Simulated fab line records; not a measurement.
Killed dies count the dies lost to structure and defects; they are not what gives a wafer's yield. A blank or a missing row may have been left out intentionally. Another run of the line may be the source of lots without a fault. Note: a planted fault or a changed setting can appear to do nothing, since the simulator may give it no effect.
Which tool did it? / flow nand-harc / 33 wafers from 11 lots sampled at 4 of the route's 1159 steps

WHAT EACH GAUGE READ, for each wafer
NHARC_A_SGD_CUT_CD_MEAS_09: the cd target is 100 nm.
lot=L697; measured=day 13 18:22; on=cd-sem-01; cd-nm (nm)=100.4 100.3 100.5
lot=L698; measured=day 14 04:41; on=cd-sem-02; cd-nm (nm)=99.7 100.0 100.0
lot=L704; measured=day 15 20:20; on=cd-sem-02; cd-nm (nm)=110.0 109.9 110.2
lot=L706; measured=day 16 08:28; on=cd-sem-02; cd-nm (nm)=106.8 107.2 107.2
lot=L705; measured=day 16 09:15; on=cd-sem-02; cd-nm (nm)=106.3 106.5 106.3
lot=L709; measured=day 17 01:24; on=cd-sem-02; cd-nm (nm)=100.0 99.9 100.9
lot=L710; measured=day 17 10:10; on=cd-sem-02; cd-nm (nm)=100.0 99.7 99.6
lot=L714; measured=day 18 11:49; on=cd-sem-02; cd-nm (nm)=100.5 100.6 99.8
lot=L716; measured=day 19 05:20; on=cd-sem-03; cd-nm (nm)=100.7 100.1 100.0
lot=L717; measured=day 19 10:19; on=cd-sem-01; cd-nm (nm)=100.2 100.3 100.5
lot=L719; measured=day 19 22:04; on=cd-sem-01; cd-nm (nm)=99.9 100.5 100.0

WHICH TOOL RAN EACH LOT (tool, then ch and the chambers of the sampled wafers, then the start)
lot=L697; NHARC_A_STAIRCASE_CMP_152=cmp-01 ch 0,1,3, day 13 15:45; NHARC_A_STAIRCASE_STRIP_475=rie-diel-01 ch 1,2,3, day 13 18:13 or earlier; NHARC_A_SGD_CUT_EXPOSE_06=arfi-scanner-02 ch 0, day 13 18:13
lot=L698; NHARC_A_STAIRCASE_CMP_152=cmp-03 ch 0,1,2, day 14 02:08; NHARC_A_STAIRCASE_STRIP_475=rie-diel-08 ch 2,3, day 14 04:33 or earlier; NHARC_A_SGD_CUT_EXPOSE_06=arfi-scanner-03 ch 0, day 14 04:33
lot=L704; NHARC_A_STAIRCASE_CMP_152=cmp-01 ch 1,3, day 15 17:25; NHARC_A_STAIRCASE_STRIP_475=rie-diel-08 ch 0,1,2, day 15 20:11 or earlier; NHARC_A_SGD_CUT_EXPOSE_06=arfi-scanner-02 ch 0, day 15 20:11
lot=L706; NHARC_A_STAIRCASE_CMP_152=cmp-01 ch 0,1,2, day 16 06:03; NHARC_A_STAIRCASE_STRIP_475=rie-diel-01 ch 0,1,2, day 16 08:20 or earlier; NHARC_A_SGD_CUT_EXPOSE_06=arfi-scanner-02 ch 0, day 16 08:20
lot=L705; NHARC_A_STAIRCASE_CMP_152=cmp-01 ch 0,1,3, day 16 06:20; NHARC_A_STAIRCASE_STRIP_475=rie-diel-08 ch 0,1,3, day 16 09:07 or earlier; NHARC_A_SGD_CUT_EXPOSE_06=arfi-scanner-02 ch 0, day 16 09:07
lot=L709; NHARC_A_STAIRCASE_CMP_152=cmp-01 ch 0,1,3, day 16 22:41; NHARC_A_STAIRCASE_STRIP_475=rie-diel-01 ch 0,2,3, day 17 01:16 or earlier; NHARC_A_SGD_CUT_EXPOSE_06=arfi-scanner-01 ch 0, day 17 01:16
lot=L710; NHARC_A_STAIRCASE_CMP_152=cmp-01 ch 0,1,3, day 17 07:31; NHARC_A_STAIRCASE_STRIP_475=rie-diel-01 ch 1,2,3, day 17 10:02 or earlier; NHARC_A_SGD_CUT_EXPOSE_06=arfi-scanner-01 ch 0, day 17 10:02
lot=L714; NHARC_A_STAIRCASE_CMP_152=cmp-03 ch 1,2,3, day 18 09:15; NHARC_A_STAIRCASE_STRIP_475=rie-diel-08 ch 0,1,2, day 18 11:40 or earlier; NHARC_A_SGD_CUT_EXPOSE_06=arfi-scanner-03 ch 0, day 18 11:40
lot=L716; NHARC_A_STAIRCASE_CMP_152=cmp-01 ch 0,2,3, day 19 01:44; NHARC_A_STAIRCASE_STRIP_475=rie-diel-01 ch 1,2, day 19 03:50; NHARC_A_SGD_CUT_EXPOSE_06=arfi-scanner-01 ch 0, day 19 05:11
lot=L717; NHARC_A_STAIRCASE_CMP_152=cmp-03 ch 1,2, day 19 07:10; NHARC_A_STAIRCASE_STRIP_475=rie-diel-01 ch 1,2, day 19 08:47; NHARC_A_SGD_CUT_EXPOSE_06=arfi-scanner-03 ch 0, day 19 10:11
lot=L719; NHARC_A_STAIRCASE_CMP_152=cmp-02 ch 2,3, day 19 19:34; NHARC_A_STAIRCASE_STRIP_475=rie-diel-08 ch 1,2, day 19 21:55 or earlier; NHARC_A_SGD_CUT_EXPOSE_06=arfi-scanner-01 ch 0, day 19 21:55
- NHARC_A_STAIRCASE_CMP_152: polishes.
- NHARC_A_STAIRCASE_STRIP_475: strips in O2, time 20 s.
- NHARC_A_SGD_CUT_EXPOSE_06: exposes mask SGD.

THE ANSWER, worked out from the rows above alone
Rule: what is usual is taken from the lots themselves. The widest of any qualifying gaps counts: lots, ordered by their means at a reading, are off when they make up no more than a third of the lots, leave a main group of 4 or more, and stand apart from it by 3 or more times the standard deviation of that group's means. The tables above print the reading to a certain number of digits; a main group whose means all agree to those digits is not used. Also off: a lot with no number at a reading for which 4 or more lots have one. All remaining lots with rows at the step are treated as sound.
Off at NHARC_A_SGD_CUT_CD_MEAS_09 (cd-nm): L704, L706, L705. Mean 100.2 nm and standard deviation 0.21 in the main group.
A tool fits if, at a process step before that reading, it ran every lot that is off, and no sound lot after the first of them. The gauges at NHARC_A_SGD_CUT_CD_MEAS_09 are tried like those tools. NHARC_A_STAIRCASE_STRIP_475 gives no start for some lots, so the hours and the order of its lots are those of NHARC_A_SGD_CUT_EXPOSE_06. One fits: arfi-scanner-02 at NHARC_A_SGD_CUT_EXPOSE_06. Its last sound lot is L697 (day 13 18:13), its first lot that is off L704 (day 15 20:11): a fault that began between those two fits.

WHAT THE SIMULATOR HAD PUT IN
Process parameters drifting: arfi-scanner-02 at NHARC_A_SGD_CUT_EXPOSE_06, beginning at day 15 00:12. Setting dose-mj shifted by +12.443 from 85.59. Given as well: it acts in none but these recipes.
Struck lots among those shown: L704, L706, L705. The rule above found the same.
